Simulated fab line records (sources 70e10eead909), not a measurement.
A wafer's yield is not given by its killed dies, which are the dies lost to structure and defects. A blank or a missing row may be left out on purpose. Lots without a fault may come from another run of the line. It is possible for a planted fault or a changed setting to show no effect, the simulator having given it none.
What tool caused it? || flow nand-harc || 10 lots with 30 wafers sampled at 3 steps, on a route of 1302 steps

WHAT THE GAUGES SHOWED, per wafer
NHARC_THIN_TSV_CD_MEAS_37.
{"lot": "L852", "measured": "day 23 21:42", "on": "cd-sem-02", "cd-nm (nm)": "5003 5003 5002"}
{"lot": "L853", "measured": "day 24 16:43", "on": "cd-sem-02", "cd-nm (nm)": "5006 5004 5002"}
{"lot": "L854", "measured": "day 24 18:01", "on": "cd-sem-01", "cd-nm (nm)": "5003 5003 5002"}
{"lot": "L855", "measured": "day 24 14:58", "on": "cd-sem-03", "cd-nm (nm)": "5000 4999 4998"}
{"lot": "L857", "measured": "day 25 14:54", "on": "cd-sem-03", "cd-nm (nm)": "5000 4998 4995"}
{"lot": "L861", "measured": "day 27 19:44", "on": "cd-sem-01", "cd-nm (nm)": "5008 5004 5007"}
{"lot": "L862", "measured": "day 28 08:26", "on": "cd-sem-02", "cd-nm (nm)": "4999 4995 4997"}
{"lot": "L872", "measured": "day 32 01:47", "on": "cd-sem-01", "cd-nm (nm)": "4993 4998 4998"}
{"lot": "L873", "measured": "day 32 20:33", "on": "cd-sem-02", "cd-nm (nm)": "5004 5003 5004"}
{"lot": "L875", "measured": "day 33 18:33", "on": "cd-sem-03", "cd-nm (nm)": "5002 5002 4999"}

TOOL THAT RAN EACH LOT (tool first, then ch and the chambers of the sampled wafers, then the start)
{"lot": "L852", "NHARC_P_BONDPAD_PRE_CLEAN_26": "pvd-sputter-01, day 6 19:43", "NHARC_THIN_TSV_ETCH_44": "rie-diel-03 ch 0,1, day 23 14:35"}
{"lot": "L853", "NHARC_P_BONDPAD_PRE_CLEAN_26": "pvd-sputter-02, day 7 03:33", "NHARC_THIN_TSV_ETCH_44": "rie-diel-08 ch 0,1,2, day 24 09:09"}
{"lot": "L854", "NHARC_P_BONDPAD_PRE_CLEAN_26": "pvd-sputter-01, day 7 15:02", "NHARC_THIN_TSV_ETCH_44": "rie-diel-08 ch 0,1,2, day 24 10:23"}
{"lot": "L855", "NHARC_P_BONDPAD_PRE_CLEAN_26": "pvd-sputter-02, day 7 19:23", "NHARC_THIN_TSV_ETCH_44": "rie-diel-02 ch 0,1, day 24 07:55"}
{"lot": "L857", "NHARC_P_BONDPAD_PRE_CLEAN_26": "pvd-sputter-01, day 8 18:29", "NHARC_THIN_TSV_ETCH_44": "rie-diel-02 ch 2,3, day 25 07:44"}
{"lot": "L861", "NHARC_P_BONDPAD_PRE_CLEAN_26": "pvd-sputter-02, day 10 15:26", "NHARC_THIN_TSV_ETCH_44": "rie-diel-02 ch 0,3, day 27 12:34"}
{"lot": "L862", "NHARC_P_BONDPAD_PRE_CLEAN_26": "pvd-sputter-02, day 10 22:44", "NHARC_THIN_TSV_ETCH_44": "rie-diel-03 ch 1,2,3, day 28 01:20"}
{"lot": "L872", "NHARC_P_BONDPAD_PRE_CLEAN_26": "pvd-sputter-02, day 14 18:05", "NHARC_THIN_TSV_ETCH_44": "rie-diel-02 ch 1,3, day 31 18:08"}
{"lot": "L873", "NHARC_P_BONDPAD_PRE_CLEAN_26": "pvd-sputter-02, day 15 07:18", "NHARC_THIN_TSV_ETCH_44": "rie-diel-02 ch 0,3, day 32 13:27"}
{"lot": "L875", "NHARC_P_BONDPAD_PRE_CLEAN_26": "pvd-sputter-01, day 16 13:26", "NHARC_THIN_TSV_ETCH_44": "rie-diel-03 ch 0,1, day 33 11:33"}
- NHARC_P_BONDPAD_PRE_CLEAN_26: time 30 s.
- NHARC_THIN_TSV_ETCH_44: etches the open film in CF4/O2, target depth 1594.2 nm, time 797.1 s.

THE ANSWER, worked out from the rows above alone
Rule: the lots themselves supply what counts as usual. The widest of any qualifying gaps counts: lots, ordered by their means at a reading, are off when they make up no more than a third of the lots, leave a main group of 4 or more, and stand apart from it by 3 or more times the standard deviation of that group's means. A main group is skipped when, at the precision printed for the reading in the tables above, its means are all equal. Also off: a lot with no number at a reading for which 4 or more lots have one. Any other lot the step has rows for is counted as sound.
None of the lots is off at any reading shown; this tells nothing.

WHAT WAS PUT IN BY THE SIMULATOR
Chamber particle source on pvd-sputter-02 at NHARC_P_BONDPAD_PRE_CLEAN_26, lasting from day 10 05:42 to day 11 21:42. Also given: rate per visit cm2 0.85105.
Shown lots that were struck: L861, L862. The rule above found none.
